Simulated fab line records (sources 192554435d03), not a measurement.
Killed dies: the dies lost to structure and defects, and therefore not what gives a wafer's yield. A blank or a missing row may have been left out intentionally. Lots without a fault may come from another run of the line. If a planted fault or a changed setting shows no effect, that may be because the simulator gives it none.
fab line records | flow n5Finfet
record lots=11 wafers=32 lastDay=17
route steps=1938 shown BEOL_M14@1762 BEOL_M15@1773 PASSIVATION@1936
lots untouched by any fault: they come from a run of this same line in which no faults occurred
startH: start of the lot's first displayed wafer, in hours after the record's first day | waitH: time in hours since the lot's previous step | " repeats the value in the row above | L1.1+2: several wafers, shown together as one row | - either no value or no given start | * or withheld: withheld | < > ~ a bound
route shown NAME@n: NAME is a module with steps in the file, n the number in the route of the first one | usual: mean and standard deviation over wafers with no fault | same: alike in all rows | chamber/n: place in a boat | sites: the reading at each site | _std_site: the standard deviation of these | _edge_site: the outer-site mean with the inner-site mean subtracted | radiusMm: how far each site lies from the wafer's centre | mask NAME#n: copy n | behind: the most recent tool/chamber to have shaped the wafer | hold: what put the lot on hold/how long, in hours/how the hold closed | device: the n, p or np transistor that did not switch | end of line: the same wafers' tests at the end of the route | step lacking rows: just its recipe | killed: the dies lost at the first sort to structure and to defects; this is not the yield of the wafer | map: per-die view of a wafer (x killed, . not killed, _ where there is no die)
set.NAME: the setting that was run; set.NAME@STEP: the one run at that earlier step | model.NAME: the simulator's own value behind a step, which no gauge read
steps of the route over a sample of lots; a table a step, a row a wafer
services: the hour from which a tool's chamber was out of use, counted from the record's first day as startH (under 0 if before that day), plus the number of hours and why
## steps
# step N5_BEOL_M14_SPUTTER_43
# recipe material=TaN targetThkA=150 tempC=50 biasV=168.6 powerW=15000 chamberPressurePa=0.12 timeS=24.19
# usual chamberPressurePa=0.11998/0.00023 throttleValvePct=30.1/0.96
# columns lot.wafer tool chamber startH waitH chamberPressurePa throttleValvePct
L274.2 pvdSputter-01 - 247.43 0.0 0.12016 31.4
L274.4 " - " " 0.12037 29.3
L274.6 " - " " 0.12009 31.5
L276.1 pvdSputter-01 - 248.71 0.0 0.11966 31.6
L276.2 " - " " 0.12013 29.4
L276.5 " - " " 0.11991 31.1
L275.2 pvdSputter-03 - 262.16 0.0 0.11982 28.3
L275.5 " - " " 0.11995 30.2
L275.6 " - " " 0.11986 28.5
L278.4 pvdSputter-03 - 273.96 0.0 0.11954 30.3
L278.5 " - " " 0.1198 28.3
L280.2 pvdSputter-01 - 293.87 0.0 0.12029 29.1
L280.4 " - " " 0.1201 29.1
L280.6 " - " " 0.12016 31.0
L283.2 pvdSputter-03 - 299.73 0.0 0.11993 30.0
L283.3 " - " " 0.12015 29.9
L283.6 " - " " 0.12023 30.4
L287.1 pvdSputter-02 - 332.32 0.0 0.12023 31.1
L287.3 " - " " 0.12025 29.5
L287.6 " - " " 0.11985 29.6
L289.2 pvdSputter-02 - 344.08 0.0 0.12018 30.9
L289.5 " - " " 0.11996 30.8
L289.6 " - " " 0.11986 30.8
L291.2 pvdSputter-01 - 357.96 0.0 0.12016 29.0
L291.3 " - " " 0.11988 31.0
L291.5 " - " " 0.12005 29.0
L295.3 pvdSputter-03 - 381.92 0.0 0.12003 29.6
L295.5 " - " " 0.11996 28.7
L295.6 " - " " 0.12007 30.0
L296.1 pvdSputter-02 - 385.18 0.0 0.11988 29.5
L296.2 " - " " 0.12049 31.6
L296.6 " - " " 0.11972 30.6
# step N5_BEOL_M14_CMP_49
# recipe stopOn=SiO2 tOverpolishS=5.2 downForcePsi=2 platenRpm=80 clearingPlatenDownForcePsi=2 clearingPlatenRpm=80 postCmpClean=cuAlkaline targetThkNm=560 clearingPlatenPadVelocityMS=1.5917 padVelocityMS=1.5917
# usual barrierFieldEndpointS=11.3/0.36 motorCurrentA=8.2/0.67 overpolishRunS=5.200/0.0088 retainingRingPressureFrac=1.000/0.0044 timeToEndpointS=123/6.6
# columns lot.wafer tool chamber startH waitH barrierFieldEndpointS motorCurrentA overpolishRunS retainingRingPressureFrac timeToEndpointS
L274.2 cmp-02 3 248.30 0.3 11.3 8.2 5.188 1.002 119
L274.4 " 0 " " 10.8 7.9 5.198 1.001 118
L274.6 " 1 " " 11.8 8.7 5.209 1.000 133
L276.2 cmp-02 3 250.11 0.3 11.2 8.1 5.185 1.004 121
L276.1 " 1 " " 12.0 8.7 5.203 0.995 132
L276.5 " 3 " " 11.0 8.5 5.190 1.005 118
L275.2 cmp-03 3 263.15 0.3 11.4 8.1 5.203 0.994 124
L275.5 " 0 " " 11.8 8.4 5.201 0.997 130
L275.6 " 1 " " 11.5 9.6 5.205 1.001 125
L278.4 cmp-01 3 274.87 0.2 11.7 8.0 5.182 0.997 127
L278.5 " 1 " " 11.1 9.4 5.207 0.998 120
L280.4 cmp-02 3 294.64 0.1 11.1 8.3 5.212 0.996 122
L280.2 " 1 " " 11.7 8.6 5.213 0.998 130
L280.6 " 0 " " 11.1 8.7 5.202 1.004 122
L283.3 cmp-03 2 300.73 0.2 11.0 6.8 5.189 1.001 118
L283.2 " 3 " " 11.4 8.4 5.192 1.001 118
L283.6 " 1 " " 10.9 9.1 5.207 1.003 121
L287.1 cmp-02 1 333.79 0.3 11.5 8.7 5.192 1.004 129
L287.3 " 2 " " 11.0 8.0 5.191 1.003 122
L287.6 " 0 " " 10.7 8.3 5.202 1.002 116
L289.2 cmp-01 2 344.87 0.2 11.9 6.8 5.195 0.998 129
L289.6 " 2 " " 11.6 7.2 5.210 1.002 124
L289.5 " 3 " " 12.0 8.1 5.203 0.991 130
L291.3 cmp-01 0 359.35 0.2 10.8 8.0 5.211 0.992 113
L291.2 " 1 " " 11.7 9.5 5.204 0.999 127
L291.5 " 3 " " 11.8 7.7 5.192 0.999 130
L295.3 cmp-02 2 382.73 0.2 11.4 8.3 5.181 0.998 127
L295.5 " 2 " " 11.7 7.8 5.200 1.005 134
L295.6 " 3 " " 11.4 8.3 5.179 1.011 124
L296.2 cmp-03 1 385.98 0.2 11.8 9.0 5.207 1.000 132
L296.1 " 3 " " 11.7 7.6 5.215 0.995 129
L296.6 " 1 " " 11.4 9.5 5.203 1.005 126
# step N5_BEOL_M15_ILD_DEP_00
# recipe material=SiO2 targetThkA=16293 tempC=400 precursor=TEOS/O2 pressureTorr=6.5 rfW=900 teosFlowSccm=161.4 gas=O2 flowSccm=2650 timeS=346.1
# usual heaterPowerOuterW=279/85 heaterPowerW=512/120 showerheadPlenumPTorr=8.339/0.026 showerheadVppV=1900/110 throttleValvePct=19.1/1.3
# columns lot.wafer tool chamber startH waitH heaterPowerOuterW heaterPowerW showerheadPlenumPTorr showerheadVppV throttleValvePct
L274.2 pecvd-04 1 248.71 0.0 229 434 8.287 2024 19.0
L274.4 " 1 " " 141 307 8.278 2073 18.8
L274.6 " 0 " " 358 602 8.347 1996 17.2
L276.1 pecvd-02 2 250.56 0.0 342 565 8.364 1854 19.4
L276.2 " 1 " " 355 655 8.337 1875 19.1
L276.5 " 2 " " 423 670 8.340 1850 19.4
L275.2 pecvd-02 1 263.52 0.0 309 599 8.304 1845 19.1
L275.5 " 0 " " 185 449 8.356 1970 21.2
L275.6 " 2 " " 316 538 8.348 1806 19.3
L278.4 pecvd-02 2 275.66 0.1 417 677 8.348 1851 19.3
L278.5 " 0 " " 190 442 8.333 1956 21.4
L280.2 pecvd-03 2 295.13 0.0 232 426 8.368 1980 17.9
L280.4 " 0 " " 189 379 8.340 1780 18.9
L280.6 " 2 " " 272 481 8.382 1949 17.9
L283.2 pecvd-04 0 301.18 0.0 457 764 8.345 2066 17.1
L283.3 " 2 " " 265 524 8.384 1816 17.7
L283.6 " 2 " " 306 588 8.399 1827 17.7
L287.1 pecvd-04 1 334.24 0.0 181 359 8.279 2026 19.0
L287.3 " 0 " " 444 729 8.354 2042 17.5
L287.6 " 1 " " 226 423 8.312 2029 19.1
L289.2 pecvd-02 0 345.36 0.0 278 573 8.356 1991 21.5
L289.5 " 2 " " 325 540 8.344 1889 19.7
L289.6 " 1 " " 404 724 8.333 1875 18.9
L291.2 pecvd-02 1 359.80 0.0 375 690 8.344 1868 19.1
L291.3 " 2 " " 330 553 8.350 1855 19.6
L291.5 " 1 " " 275 546 8.303 1848 19.2
L295.3 pecvd-03 1 383.21 0.0 233 421 8.309 1778 20.8
L295.5 " 2 " " 175 354 8.351 1968 18.1
L295.6 " 0 " " 275 515 8.334 1748 18.9
L296.1 pecvd-03 0 386.43 0.0 232 457 8.333 1751 18.8
L296.2 " 2 " " 265 486 8.360 1962 18.3
L296.6 " 2 " " 177 353 8.376 2006 18.1
# step N5_BEOL_M15_COAT_56
# recipe resist=SOC tempC=250 timeS=60 spinRpm=1500 resistThkNm=550
# usual plateTempC=249.99/0.18 spinSpeedRpm=1500.0/1.2
# columns lot.wafer tool chamber startH waitH plateTempC spinSpeedRpm
L274.2 lithoTrack-01 0 249.99 0.0 250.22 1498.7
L274.4 " 0 " " 249.94 1498.8
L274.6 " 0 " " 250.07 1501.3
L276.1 lithoTrack-02 0 251.78 0.0 250.37 1501.0
L276.2 " 0 " " 250.26 1497.7
L276.5 " 0 " " 250.15 1498.5
L275.2 lithoTrack-01 0 264.70 0.0 250.17 1499.5
L275.5 " 0 " " 250.32 1499.6
L275.6 " 0 " " 250.36 1500.4
L278.4 lithoTrack-01 0 277.04 0.0 249.97 1499.2
L278.5 " 0 " " 249.82 1503.5
L280.2 lithoTrack-02 0 296.31 0.0 250.05 1499.7
L280.4 " 0 " " 249.93 1499.7
L280.6 " 0 " " 249.81 1499.4
L283.2 lithoTrack-02 0 302.62 0.0 250.20 1499.5
L283.3 " 0 " " 249.84 1498.8
L283.6 " 0 " " 250.11 1500.8
L287.1 lithoTrack-01 0 335.55 0.0 250.12 1565.4
L287.3 " 0 " " 250.20 1565.6
L287.6 " 0 " " 249.94 1565.9
L289.2 lithoTrack-01 0 346.66 0.0 249.63 1567.2
L289.5 " 0 " " 249.75 1565.8
L289.6 " 0 " " 249.80 1568.0
L291.2 lithoTrack-02 0 361.10 0.0 250.21 1498.7
L291.3 " 0 " " 250.01 1498.6
L291.5 " 0 " " 249.98 1497.9
L295.3 lithoTrack-02 0 384.50 0.0 249.99 1501.9
L295.5 " 0 " " 249.89 1500.8
L295.6 " 0 " " 250.05 1500.0
L296.1 lithoTrack-02 0 387.84 0.0 250.00 1500.7
L296.2 " 0 " " 249.63 1502.8
L296.6 " 0 " " 250.18 1500.8
# step N5_PASSIVATION_PROBE_49
# usual defectLimitedYield=91.1/1.5 killed_at_M0_to_M3=35/11 killed_at_M4_up=13/5.7 killedAtContacts=12/5.7 killedAtFrontEnd=40/11 killedAtOther=4/4.4 killedDies=105/18 killedOnRim=14/3.9 killedOpen=68/14 killedShort=34/7.4 sort_bin_5_function=5.2/1 sort_bin_6_memory=3.3/0.67 sort_bin_8_speed=0.04/0.29 sortNPass=1074/18 sortYieldPct=91.0/1.5
# same grossDies=1180 killedAtBackSide=0 sort_bin_4_leakage[%]=0
# columns lot.wafer tool chamber startH waitH defectLimitedYield[%] killed_at_M0_to_M3 killed_at_M4_up killedAtContacts killedAtFrontEnd killedAtOther killedDies killedOnRim killedOpen killedShort sort_bin_5_function[%] sort_bin_6_memory[%] sort_bin_8_speed[%] sortNPass sortYieldPct[%]
L289.2 prober-02 - 367.64 0.1 90.4 25 16 11 55 6 113 12 70 34 5.8 2.7 0 1067 90.4
L289.5 prober-02 - 367.79 0.2 89.6 34 13 9 67 0 123 17 73 41 5.4 3.9 0 1057 89.6
L289.6 prober-02 - 367.84 0.3 92.3 27 10 22 32 0 91 12 57 34 4.2 3.1 0 1089 92.3
# killed by level:class
L289.2 FIN_SAQP:geometricParticle:open=13 BEOL_M4:geometricParticle:open=11 HKMG_FIN:areaEtch=9 FIN_SAQP:geometricParticle:short=8 MOL_CONTACT_COAG:geometricParticle:open=8 BEOL_M1:geometricParticle:open=7 STI_FIN_REVEAL:geometricParticle:open=5 ILD0:geometricParticle:open=5
L289.5 FIN_SAQP:geometricParticle:short=14 BEOL_M1:geometricParticle:open=13 FIN_SAQP:geometricParticle:open=12 HKMG_FIN:areaEtch=9 GATE_CUT:geometricParticle:short=8 STI_FIN_REVEAL:geometricParticle:open=7 MOL_CONTACT_COAG:geometricParticle:open=7 BEOL_M4:geometricParticle:open=7
L289.6 FIN_SAQP:geometricParticle:short=18 MOL_CONTACT_COAG:geometricParticle:open=17 BEOL_M1:geometricParticle:open=8 FIN_SAQP:geometricParticle:open=7 BEOL_M0_SAQP:geometricParticle:open=6 MOL_CONTACT_COAG:geometricParticle:short=5 BEOL_M0_SAQP:geometricParticle:short=4 BEOL_M4:geometricParticle:open=4
## services
# columns tool chamber startH hours kind
pecvd-03 0 225.35 14.4 repair
cmp-01 - 229.82 3.5 repair
cmp-02 - 230.18 2.6 repair
pecvd-04 - 234.31 0.6 repair
pecvd-03 1 237.13 6.8 repair
cmp-03 - 246.74 0.4 repair
cmp-01 - 255.89 0.7 repair
cmp-02 - 277.69 4.0 pm
cmp-02 - 281.69 - consumableReplace:conditioner
cmp-02 - 281.69 - consumableReplace:pad
pecvd-02 0 284.96 2.1 scheduledDown
cmp-02 - 286.86 1.4 repair
cmp-01 - 300.42 4.0 pm
cmp-01 - 316.25 4.7 pm
pecvd-02 - 322.09 5.5 pm
cmp-03 - 322.94 0.5 repair
cmp-02 - 329.99 1.7 repair
pecvd-02 - 333.66 1.2 repair
pecvd-03 0 359.27 7.5 repair
lithoTrack-01 - 359.43 - consumableReplace:filter
pvdSputter-03 - 366.40 10.0 repair
cmp-02 - 375.05 5.5 repair
pecvd-02 1 383.67 - clean
pecvd-02 1 383.67 - consumableReplace:showerhead
## key
firstSign step=N5_BEOL_M15_COAT_56 reading=spinSpeedRpm direction=up sigmas=55 usual=* struck=*
effect none on later readings
metAt N5_BEOL_M15_COAT_56
struckLots L287,L289
notActingAt N5_BEOL_M14_SPUTTER_43,N5_BEOL_M14_CMP_49,N5_BEOL_M15_ILD_DEP_00
onsetBetween 277.04 335.55
fault kind=processParameterDrift tool=lithoTrack-01 chamber=- onsetH=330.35 steps=N5_BEOL_M15_COAT_56 channel=spinRpm offset=* shape=step endH=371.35 actsIn=* stated=*
